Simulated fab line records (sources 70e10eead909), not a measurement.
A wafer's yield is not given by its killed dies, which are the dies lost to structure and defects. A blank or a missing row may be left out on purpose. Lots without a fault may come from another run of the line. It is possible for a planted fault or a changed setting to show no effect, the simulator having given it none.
fab line records	flow nand_harc	part 1 of 2: steps 1 to 3 of 6
record: lots: 20	wafers: 60	last_day: 24
route steps=1159 shown A_STAIRCASE@530
lots with no fault: from the same line, run without faults
start_h: hours from the record's first day to the start of the lot's first wafer shown	wait_h: hours from the lot's prior step to this one	" identical to the entry in the row above	L1.1+2: one row covering several wafers at once	- either no value or no given start	* or withheld: withheld	< > ~ a bound
route shown NAME@n: names a module that has steps shown in the file, with the first one's number in the route	usual: mean/standard deviation of fault-free wafers	same: alike in all rows	chamber/n: place in a boat	sites: the reading at each site	_std_site: the standard deviation of these	_edge_site: outer sites' mean less inner sites'	radius_mm: how far each site lies from the wafer's centre	mask NAME#n: copy n	behind: the last tool/chamber to shape the wafer	hold: why the lot was held/for how many hours/how that ended	device: the transistor (n, p or np) that didn't switch	end of line: the tests these same wafers got at the end of their route	step lacking rows: just its recipe	killed: count of dies lost to structure and defects at first sort (not the wafer's yield)	map: a wafer's dies, marking killed ones x, the rest . and places with no die _
set.NAME: the setting that was run; set.NAME@STEP: the one run at that earlier step	model.NAME: the simulator's own value behind a step, which no gauge read
the route's steps for a sample of lots (tables are steps, rows are wafers)
services: a tool's chamber out of use, with start hour (start_h, from the record's first day; less than 0 if before it), hours out, and reason
== steps ==
step: NHARC_A_STAIRCASE_DESCUM_168
recipe: time_s: 3	o2_flow_sccm: 200	ar_flow_sccm: 0	bias_power_w: 0	chemistry: O2
usual: chamber_pressure_mTorr: 60.00/0.06	drypump_motor_current_A: 5.9/0.51	oes_product_au: 1.004/0.0079	rf_vpp_V: 57.8/0.85	showerhead_plenum_p_Torr: 1.91/0.065	throttle_valve_pct: 11.311/0.0089
lot.wafer	tool	chamber	start_h	wait_h	chamber_pressure_mTorr	drypump_motor_current_A	oes_product_au	rf_hours_counter_h	rf_vpp_V	showerhead_plenum_p_Torr	throttle_valve_pct
L074.2	rie_diel-09	3	242.24	-	60.07	6.3	0.998	54	58.2	1.95	11.315
L074.4	"	0	"	"	59.97	4.8	1.014	57	56.5	1.91	11.314
L074.1	"	2	"	"	60.02	6.2	1.007	52	58.1	1.96	11.302
L075.1	rie_diel-07	2	245.64	-	59.98	5.7	1.010	4	58.1	2.00	11.301
L075.4	"	1	"	"	59.99	5.7	1.017	3	57.7	1.80	11.302
L075.6	"	2	"	"	60.07	5.7	1.006	-	57.0	2.00	11.312
L077.4	rie_diel-09	3	248.77	-	60.05	6.3	1.002	57	58.5	1.95	11.311
L077.5	"	1	"	"	60.03	5.7	1.011	-	59.1	1.95	11.314
L077.6	"	2	"	"	60.06	6.2	1.013	-	58.1	1.96	11.303
L076.1	rie_diel-06	3	252.56	-	59.98	6.1	1.005	0	57.8	1.94	11.312
L076.4	"	1	"	"	59.93	6.0	0.991	0	56.2	1.86	11.309
L076.6	"	2	"	"	59.93	5.0	1.011	-	57.8	1.96	11.316
L079.3	rie_diel-07	2	255.98	-	59.96	5.8	0.998	8	57.7	2.00	11.306
L079.4	"	3	"	"	59.95	6.4	0.998	7	58.4	1.96	11.305
L079.5	"	3	"	"	59.92	6.3	1.001	-	57.9	1.96	11.316
L080.4	rie_diel-06	3	256.12	-	60.03	6.1	1.010	2	58.6	1.94	11.298
L080.3	"	0	"	"	60.03	5.6	1.004	2	56.7	1.78	11.303
L080.6	"	2	"	"	60.07	5.0	0.992	-	56.8	1.96	11.324
L078.2	rie_diel-07	2	256.33	-	60.01	5.8	1.003	8	58.9	2.00	11.308
L078.4	"	1	"	"	60.08	5.7	1.008	7	59.3	1.80	11.299
L078.6	"	2	"	"	60.04	5.8	1.011	-	56.4	2.00	11.313
L081.1	rie_diel-07	0	274.59	-	60.10	6.5	1.009	17	58.5	1.84	11.310
L081.4	"	3	"	"	59.95	6.3	1.003	16	57.6	1.95	11.318
L081.5	"	1	"	"	59.92	5.7	1.007	-	58.0	1.80	11.298
L083.4	rie_diel-06	3	274.75	-	59.97	6.1	1.004	12	58.4	1.94	11.319
L083.3	"	1	"	"	59.96	6.0	0.991	11	58.0	1.86	11.308
L083.5	"	3	"	"	60.05	6.1	1.003	-	57.7	1.94	11.302
L085.4	rie_diel-07	0	294.25	-	60.04	6.5	1.015	24	56.1	1.83	11.318
L085.2	"	2	"	"	59.89	5.7	0.999	23	58.3	1.99	11.316
L085.6	"	0	"	"	59.95	6.5	1.009	-	58.2	1.83	11.317
L084.4	rie_diel-09	1	294.42	-	60.08	5.8	0.988	11	59.1	1.95	11.318
L084.1	"	3	"	"	59.97	6.4	1.003	13	57.6	1.95	11.314
L084.5	"	2	"	"	59.92	6.3	1.000	-	58.3	1.95	11.312
L086.2	rie_diel-07	3	307.12	-	59.90	6.4	1.016	27	57.9	1.95	11.325
L086.6	"	1	"	"	60.15	5.7	1.020	-	57.2	1.80	11.330
L086.5	"	2	"	"	60.08	5.7	1.010	-	58.7	1.99	11.301
L087.2	rie_diel-09	3	307.28	-	60.07	6.3	1.002	18	58.4	1.94	11.307
L087.6	"	2	"	"	60.05	6.2	1.015	-	57.9	1.95	11.333
L087.5	"	3	"	"	60.10	6.4	0.997	-	56.6	1.94	11.310
L090.2	rie_diel-06	1	329.05	-	60.06	6.0	0.992	30	57.5	1.85	11.299
L090.1	"	2	"	"	60.04	5.0	1.009	30	58.7	1.95	11.315
L090.5	"	1	"	"	60.00	6.1	0.988	-	56.9	1.85	11.311
L089.1	rie_diel-09	1	329.21	-	60.05	5.8	1.000	22	57.6	1.94	11.317
L089.4	"	3	"	"	59.96	6.3	0.991	25	57.3	1.94	11.309
L089.5	"	1	"	"	60.12	5.8	1.001	-	57.5	1.94	11.317
L088.2	rie_diel-06	3	337.04	-	60.10	6.1	1.000	24	56.7	1.94	11.315
L088.4	"	2	"	"	60.04	5.0	1.011	-	57.7	1.95	11.319
L088.5	"	1	"	"	59.96	6.1	0.987	-	57.2	1.85	11.307
L091.3	rie_diel-09	2	340.72	-	60.01	6.2	0.998	24	59.2	1.95	11.314
L091.4	"	3	"	"	60.04	6.4	0.986	28	58.3	1.94	11.301
L091.5	"	1	"	"	60.02	5.8	1.003	-	58.0	1.94	11.315
L094.2	rie_diel-07	1	351.26	-	59.91	5.7	1.008	47	57.7	1.79	11.313
L094.3	"	3	"	"	60.00	6.4	1.005	43	56.9	1.95	11.314
L094.4	"	3	"	"	59.97	6.3	1.000	-	58.2	1.95	11.314
L095.3	rie_diel-06	2	351.43	-	59.90	5.0	1.015	41	57.0	1.95	11.307
L095.6	"	1	"	"	60.10	6.0	0.992	-	57.8	1.85	11.308
L095.4	"	2	"	"	59.93	5.0	1.000	-	57.5	1.95	11.313
L096.3	rie_diel-07	0	359.02	-	60.02	6.5	1.010	50	57.8	1.83	11.296
L096.4	"	3	"	"	60.05	6.4	1.010	47	56.6	1.94	11.304
L096.5	"	1	"	"	60.01	5.8	1.010	-	57.3	1.79	11.303
step: NHARC_A_STAIRCASE_DESCUM_11
recipe: time_s: 3	o2_flow_sccm: 200	ar_flow_sccm: 0	bias_power_w: 0	chemistry: O2
usual: chamber_pressure_mTorr: 60.00/0.05	drypump_motor_current_A: 5.9/0.5	oes_product_au: 1.003/0.0079	rf_vpp_V: 57.7/0.81	showerhead_plenum_p_Torr: 1.90/0.066	throttle_valve_pct: 11.311/0.0084
lot.wafer	tool	chamber	start_h	wait_h	chamber_pressure_mTorr	drypump_motor_current_A	oes_product_au	rf_hours_counter_h	rf_vpp_V	showerhead_plenum_p_Torr	throttle_valve_pct
L074.2	rie_diel-07	3	244.27	-	60.07	6.4	0.997	3	56.6	1.96	11.308
L074.1	"	0	"	"	60.03	6.6	1.000	2	59.3	1.84	11.308
L074.4	"	2	"	"	60.03	5.7	1.002	4	58.3	2.00	11.305
L075.4	rie_diel-07	1	247.58	-	60.04	5.8	1.018	3	56.8	1.80	11.304
L075.1	"	2	"	"	60.01	5.7	0.998	4	58.0	2.00	11.325
L075.6	"	1	"	"	60.01	5.8	1.008	-	57.5	1.80	11.313
L077.4	rie_diel-07	2	250.93	-	59.96	5.7	1.012	6	57.3	2.00	11.315
L077.6	"	3	"	"	60.00	6.4	1.010	-	58.9	1.96	11.321
L077.5	"	0	"	"	60.06	6.5	1.006	-	58.3	1.84	11.298
L076.1	rie_diel-06	2	255.22	-	60.03	5.0	1.006	1	57.0	1.96	11.327
L076.4	"	0	"	"	60.04	5.6	0.997	1	57.5	1.78	11.327
L076.6	"	2	"	"	60.02	5.0	1.001	-	56.2	1.96	11.305
L079.3	rie_diel-07	3	258.04	-	60.04	6.4	1.003	9	58.4	1.96	11.326
L079.4	"	2	"	"	59.92	5.8	1.009	9	58.5	2.00	11.322
L079.5	"	3	"	"	60.00	6.3	1.001	-	56.5	1.96	11.297
L078.4	rie_diel-06	3	258.23	-	59.99	6.1	1.012	3	58.0	1.94	11.313
L078.2	"	0	"	"	60.04	5.6	1.007	3	56.8	1.78	11.310
L078.6	"	3	"	"	59.98	6.1	1.003	-	58.4	1.94	11.301
L080.3	rie_diel-07	2	258.78	-	59.97	5.7	0.996	10	57.7	2.00	11.309
L080.4	"	1	"	"	60.01	5.8	1.007	9	57.8	1.80	11.303
L080.6	"	3	"	"	59.96	6.4	1.008	-	58.1	1.96	11.298
L081.4	rie_diel-07	0	276.50	-	59.99	6.6	1.006	18	58.8	1.84	11.313
L081.1	"	1	"	"	59.87	5.8	1.013	19	57.4	1.80	11.311
L081.5	"	2	"	"	60.01	5.8	0.997	-	59.2	2.00	11.310
L083.4	rie_diel-09	2	276.72	-	59.99	6.2	1.007	5	57.7	1.96	11.317
L083.3	"	0	"	"	59.97	4.8	1.002	8	56.3	1.90	11.310
L083.5	"	3	"	"	59.99	6.3	0.999	-	59.1	1.95	11.310
L085.2	rie_diel-06	1	296.10	-	59.93	6.0	1.011	19	57.8	1.85	11.324
L085.6	"	0	"	"	60.03	5.6	1.008	-	58.3	1.78	11.318
L085.4	"	1	"	"	59.89	6.0	0.997	-	57.0	1.85	11.317
L084.1	rie_diel-09	2	296.38	-	60.03	6.2	1.002	10	58.4	1.95	11.307
L084.4	"	0	"	"	59.97	4.8	1.001	14	57.8	1.90	11.323
L084.5	"	2	"	"	60.00	6.2	1.006	-	58.0	1.95	11.304
L086.2	rie_diel-09	2	309.44	-	60.02	6.2	0.989	14	58.1	1.95	11.289
L086.6	"	1	"	"	59.91	5.8	0.989	-	56.9	1.95	11.311
L086.5	"	2	"	"	60.06	6.2	0.999	-	57.2	1.95	11.318
L087.2	rie_diel-09	3	309.48	-	60.03	6.3	1.000	19	57.3	1.94	11.317
L087.6	"	3	"	"	60.06	6.3	0.985	-	57.8	1.94	11.310
L087.5	"	0	"	"	60.00	4.8	1.001	-	56.8	1.90	11.303
L090.2	rie_diel-06	3	331.03	-	60.00	6.1	1.007	21	57.7	1.94	11.296
L090.1	"	1	"	"	60.03	6.0	0.984	31	57.5	1.85	11.300
L090.5	"	3	"	"	59.95	6.1	0.989	-	57.6	1.94	11.296
L089.1	rie_diel-07	2	331.32	-	60.08	5.8	0.993	36	57.5	1.99	11.303
L089.4	"	0	"	"	59.99	6.5	1.005	38	57.9	1.83	11.318
L089.5	"	2	"	"	59.98	5.8	1.014	-	58.0	1.99	11.308
L088.4	rie_diel-07	0	338.91	-	59.92	6.5	1.008	41	58.9	1.83	11.300
L088.2	"	2	"	"	59.98	5.8	1.015	38	58.4	1.99	11.327
L088.5	"	0	"	"	60.03	6.5	1.007	-	58.5	1.83	11.291
L091.3	rie_diel-06	1	342.44	-	60.07	6.0	0.978	36	57.5	1.85	11.315
L091.5	"	1	"	"	59.99	6.0	0.993	-	58.8	1.85	11.313
L091.4	"	3	"	"	59.95	6.1	0.997	-	57.8	1.94	11.319
L095.3	rie_diel-07	0	353.25	-	59.93	6.5	1.010	47	58.9	1.83	11.308
L095.6	"	0	"	"	60.06	6.5	1.010	-	56.9	1.83	11.313
L095.4	"	1	"	"	59.95	5.7	1.011	-	57.0	1.79	11.303
L094.2	rie_diel-07	3	353.46	-	59.99	6.4	1.010	44	57.7	1.95	11.297
L094.3	"	1	"	"	59.95	5.7	1.009	48	57.4	1.79	11.310
L094.4	"	0	"	"	60.02	6.6	1.011	-	56.2	1.83	11.318
L096.3	rie_diel-06	1	360.89	-	59.98	6.0	0.989	45	57.7	1.84	11.310
L096.5	"	2	"	"	59.98	5.0	1.000	-	56.4	1.95	11.312
L096.4	"	3	"	"	59.97	6.1	0.998	-	58.2	1.93	11.325
step: NHARC_A_STAIRCASE_TRIM_14
recipe: time_s: 211.2	o2_flow_sccm: 500	ar_flow_sccm: 0	bias_w: 0	chemistry: O2
usual: chamber_pressure_mTorr: 60.00/0.054	drypump_motor_current_A: 5.9/0.5	oes_product_au: 1.001/0.0085	rf_vpp_V: 57.7/0.82	showerhead_plenum_p_Torr: 3.51/0.12	throttle_valve_pct: 17.036/0.0093
lot.wafer	tool	chamber	start_h	wait_h	chamber_pressure_mTorr	drypump_motor_current_A	oes_product_au	rf_hours_counter_h	rf_vpp_V	showerhead_plenum_p_Torr	throttle_valve_pct
L074.1	rie_diel-07	1	-	-	59.92	5.7	1.007	3	58.0	3.34	17.035
L074.4	"	3	"	"	59.94	6.4	1.001	3	56.6	3.61	17.047
L074.2	"	0	"	"	60.07	6.5	1.005	3	58.7	3.40	17.019
L075.1	rie_diel-07	0	-	-	60.03	6.6	1.009	3	58.1	3.40	17.064
L075.4	"	1	"	"	60.04	5.8	1.010	3	56.5	3.34	17.051
L075.6	"	1	"	"	59.95	5.8	1.009	-	57.2	3.34	17.055
L077.4	rie_diel-07	2	-	-	59.99	5.7	1.000	6	59.9	3.68	17.039
L077.5	"	2	"	"	60.05	5.8	1.009	-	57.3	3.68	17.049
L077.6	"	3	"	"	60.04	6.4	1.007	-	56.4	3.61	17.032
L076.1	rie_diel-06	2	-	-	59.99	5.0	0.999	2	58.8	3.61	17.038
L076.4	"	3	"	"	59.94	6.1	0.991	1	57.5	3.58	17.055
L076.6	"	1	"	"	59.93	6.1	0.988	-	57.4	3.43	17.022
L079.3	rie_diel-07	3	-	-	60.12	6.4	1.007	9	57.8	3.60	17.028
L079.4	"	1	"	"	60.00	5.8	1.008	9	56.1	3.34	17.040
L079.5	"	3	"	"	60.00	6.4	1.017	-	57.2	3.60	17.026
L078.2	rie_diel-06	0	-	-	60.00	5.6	1.015	4	57.2	3.30	17.029
L078.4	"	3	"	"	60.01	6.1	1.011	4	58.0	3.58	17.035
L078.6	"	1	"	"	59.98	6.0	0.990	-	55.9	3.43	17.047
L080.4	rie_diel-07	2	-	-	59.97	5.8	0.994	10	58.2	3.68	17.029
L080.3	"	3	"	"	59.94	6.4	1.010	10	58.2	3.60	17.044
L080.6	"	3	"	"	60.05	6.4	1.010	-	57.9	3.60	17.037
L081.4	rie_diel-07	2	-	-	60.13	5.7	1.001	18	57.4	3.67	17.038
L081.1	"	0	"	"	60.11	6.6	1.001	18	57.3	3.39	17.024
L081.5	"	1	"	"	60.01	5.8	1.006	-	58.4	3.33	17.042
L083.4	rie_diel-09	1	-	-	60.04	5.8	0.994	7	58.4	3.59	17.030
L083.3	"	0	"	"	60.05	4.8	0.992	8	55.8	3.51	17.043
L083.5	"	1	"	"	60.03	5.8	0.991	-	59.3	3.59	17.036
L085.2	rie_diel-06	0	-	-	59.92	5.6	1.004	19	56.6	3.30	17.035
L085.6	"	1	"	"	59.94	6.0	0.994	-	56.8	3.42	17.033
L085.4	"	2	"	"	60.07	5.0	1.003	-	57.4	3.60	17.035
L084.4	rie_diel-09	0	-	-	60.08	4.8	0.995	14	58.2	3.51	17.059
L084.1	"	1	"	"	60.03	5.8	0.998	11	57.4	3.59	17.059
L084.5	"	3	"	"	59.97	6.3	1.003	-	56.8	3.58	17.026
L086.2	rie_diel-09	3	-	-	59.94	6.4	0.990	19	57.2	3.58	17.035
L086.5	"	3	"	"	60.04	6.3	0.988	-	56.7	3.58	17.031
L086.6	"	0	"	"	60.04	4.8	0.999	-	58.2	3.51	17.042
L087.2	rie_diel-09	3	-	-	59.95	6.3	0.992	19	59.2	3.58	17.038
L087.5	"	0	"	"	60.09	4.8	0.996	-	58.0	3.51	17.041
L087.6	"	1	"	"	60.00	5.8	0.989	-	56.8	3.58	17.039
L089.1	rie_diel-07	3	-	-	59.96	6.4	1.004	36	58.9	3.59	17.040
L089.4	"	2	"	"	59.97	5.8	0.987	36	57.6	3.66	17.029
L089.5	"	3	"	"	60.01	6.4	1.003	-	57.4	3.59	17.044
L090.1	rie_diel-06	3	-	-	60.02	6.1	1.006	23	58.2	3.57	17.037
L090.2	"	1	"	"	59.94	6.0	0.997	33	57.9	3.42	17.041
L090.5	"	3	"	"	59.91	6.1	1.003	-	57.4	3.57	17.036
L088.4	rie_diel-07	2	-	-	59.97	5.8	0.992	38	59.4	3.66	17.037
L088.2	"	0	"	"	59.98	6.5	1.015	41	56.9	3.38	17.025
L088.5	"	1	"	"	59.99	5.8	1.015	-	57.3	3.32	17.045
L091.3	rie_diel-06	3	-	-	59.86	6.1	1.004	26	58.2	3.57	17.039
L091.5	"	3	"	"	60.01	6.1	0.997	-	57.2	3.57	17.030
L091.4	"	2	"	"	60.03	5.0	1.005	-	58.5	3.60	17.047
L095.3	rie_diel-07	1	-	-	60.04	5.8	1.019	48	56.4	3.32	17.048
L095.4	"	3	"	"	59.97	6.4	1.008	-	57.0	3.58	17.018
L095.6	"	1	"	"	60.07	5.8	1.014	-	57.0	3.32	17.038
L094.3	rie_diel-07	3	-	-	60.02	6.4	1.007	44	57.8	3.58	17.023
L094.2	"	0	"	"	60.02	6.5	1.017	47	58.1	3.38	17.013
L094.4	"	1	"	"	60.01	5.7	1.013	-	58.5	3.32	17.040
L096.3	rie_diel-06	2	-	-	59.95	5.0	1.006	45	57.0	3.59	17.033
L096.4	"	2	"	"	60.05	5.0	1.006	-	57.3	3.59	17.030
L096.5	"	3	"	"	60.04	6.1	1.002	-	57.2	3.56	17.036
